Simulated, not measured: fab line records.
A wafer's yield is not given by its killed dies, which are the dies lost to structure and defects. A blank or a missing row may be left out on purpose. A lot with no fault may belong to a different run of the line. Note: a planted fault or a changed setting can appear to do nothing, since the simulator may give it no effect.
Split-lot trial + flow n5-finfet + 7 lots, 39 wafers read, on a route of 1938 steps

== SPLIT DETAILS ==
At N5_DUMMY_GATE_ETCH_32 (etches SiO2 in CF4, target depth 3.5 nm, time 3.9 s), the setting time-s was moved away from the recipe's 3.9 s on 18 of the 39 wafers read, by -14.5% to +18.8%. All remaining wafers had this setting at the recipe value.

The split's own step is where the reading is taken.

== THE READING ==
etch.depth-nm (the simulator's own value, which no gauge read), in nm, at N5_DUMMY_GATE_ETCH_32 (etches SiO2 in CF4, target depth 3.5 nm, time 3.9 s). The file does not state a usual value for it. Here, 21 wafers ran the recipe; their average is 3.461 nm with a standard deviation of 0.14 nm.

| wafer  | tool, chamber at the split | time-s as run, s | against the recipe | etch.depth-nm, nm | against lot-mates on the recipe |
|--------|----------------------------|------------------|--------------------|-------------------|---------------------------------|
| L074.1 | rie-si-03, 0               | 4.247            | +8.9%              | 3.686             | +0.213                          |
| L074.2 | rie-si-03, 1               | 4.247            | +8.9%              | 4.012             | +0.539                          |
| L074.3 | rie-si-03, 3               | 3.9              | recipe             | 3.26              | -                               |
| L074.4 | rie-si-03, 2               | 3.9              | recipe             | 3.608             | -                               |
| L074.5 | rie-si-03, 1               | 4.247            | +8.9%              | 4.011             | +0.538                          |
| L074.6 | rie-si-03, 2               | 3.9              | recipe             | 3.55              | -                               |
| L083.1 | rie-si-02, 3               | 4.602            | +18.0%             | 4.138             | +0.669                          |
| L083.2 | rie-si-02, 1               | 4.602            | +18.0%             | 4.133             | +0.664                          |
| L083.3 | rie-si-02, 2               | 3.9              | recipe             | 3.337             | -                               |
| L083.4 | rie-si-02, 0               | 4.602            | +18.0%             | 4.238             | +0.769                          |
| L083.5 | rie-si-02, 0               | 3.9              | recipe             | 3.601             | -                               |
| L083.6 | rie-si-02, 3               | 3.9              | recipe             | 3.468             | -                               |
| L086.1 | rie-si-02, 1               | 3.9              | recipe             | 3.539             | -                               |
| L086.2 | rie-si-02, 2               | 3.599            | -7.7%              | 3.078             | -0.388                          |
| L086.3 | rie-si-02, 3               | 3.599            | -7.7%              | 3.232             | -0.234                          |
| L086.4 | rie-si-02, 3               | 3.599            | -7.7%              | 3.247             | -0.219                          |
| L086.5 | rie-si-02, 2               | 3.9              | recipe             | 3.315             | -                               |
| L086.6 | rie-si-02, 1               | 3.9              | recipe             | 3.545             | -                               |
| L089.1 | rie-si-03, 0               | 4.184            | +7.3%              | 3.671             | +0.280                          |
| L089.2 | rie-si-03, 2               | 3.9              | recipe             | 3.508             | -                               |
| L089.3 | rie-si-03, 1               | 4.184            | +7.3%              | 3.892             | +0.501                          |
| L089.4 | rie-si-03, 3               | 3.9              | recipe             | 3.257             | -                               |
| L089.5 | rie-si-03, 0               | 3.9              | recipe             | 3.408             | -                               |
| L089.6 | rie-si-03, 1               | 4.184            | +7.3%              | 3.895             | +0.504                          |
| L091.1 | rie-si-04, 2               | 3.9              | recipe             | 3.55              | -                               |
| L091.2 | rie-si-04, 0               | 3.335            | -14.5%             | 3.002             | -0.474                          |
| L091.3 | rie-si-04, 3               | 3.9              | recipe             | 3.638             | -                               |
| L091.4 | rie-si-04, 1               | 3.9              | recipe             | 3.241             | -                               |
| L091.5 | rie-si-04, 1               | 3.335            | -14.5%             | 2.772             | -0.704                          |
| L091.6 | rie-si-04, 0               | 3.335            | -14.5%             | 3.019             | -0.457                          |
| L093.1 | rie-si-03, 0               | 3.9              | recipe             | 3.387             | -                               |
| L093.2 | rie-si-03, 1               | 3.9              | recipe             | 3.638             | -                               |
| L093.3 | rie-si-03, 2               | 3.9              | recipe             | 3.591             | -                               |
| L093.4 | rie-si-03, 3               | 4.634            | +18.8%             | 3.906             | +0.367                          |
| L093.5 | rie-si-03, 2               | 4.634            | +18.8%             | 4.231             | +0.692                          |
| L093.6 | rie-si-03, 1               | 4.634            | +18.8%             | 4.304             | +0.765                          |
| L095.1 | rie-si-03, 0               | 3.9              | recipe             | 3.41              | -                               |
| L095.3 | rie-si-03, 1               | 3.9              | recipe             | 3.607             | -                               |
| L095.4 | rie-si-03, 3               | 3.9              | recipe             | 3.231             | -                               |

THE FIT
A straight line over all 39 wafers: etch.depth-nm changes by +0.0384 nm for each +1% of time-s; r = +0.93; the points scatter about the line by 0.14 nm.
The same after taking each lot's own level away (the mean of its wafers on the recipe; 39 wafers): +0.0376 nm for each +1%; r = +0.92; scatter 0.14 nm.
On that fit, the largest move of time-s shifts the reading by 0.71 nm.
From 3.3910 to 3.5387 nm: that is the span of the lots' own levels, equal to 1.1 times the standard deviation above.
The two slopes agree, so the slope changes little with the lot-to-lot level.
Check: +0.769 nm against its lot-mates is what the line predicts for one of the wafers moved furthest among these (+18.8%) when that wafer is left out of the fit. Against them it came out at +0.367 nm.

== ADDITIONAL SPLITS CARRIED BY THESE WAFERS ==
Before the reading, these wafers also passed through other splits. Each is held against what the fit with the lots' levels taken away leaves over:
| other split on the same wafers  | wafers away from the commonest value | r with etch.depth-nm (lot level and that fit taken away) |
|---------------------------------|--------------------------------------|----------------------------------------------------------|
| N5_DUMMY_GATE_EXPOSE_12 dose-mj | 18                                   | +0.02                                                    |

== FILE'S OWN FIT ==
etch.depth-nm changes by +0.038 nm for each +1% of time-s, r = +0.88.
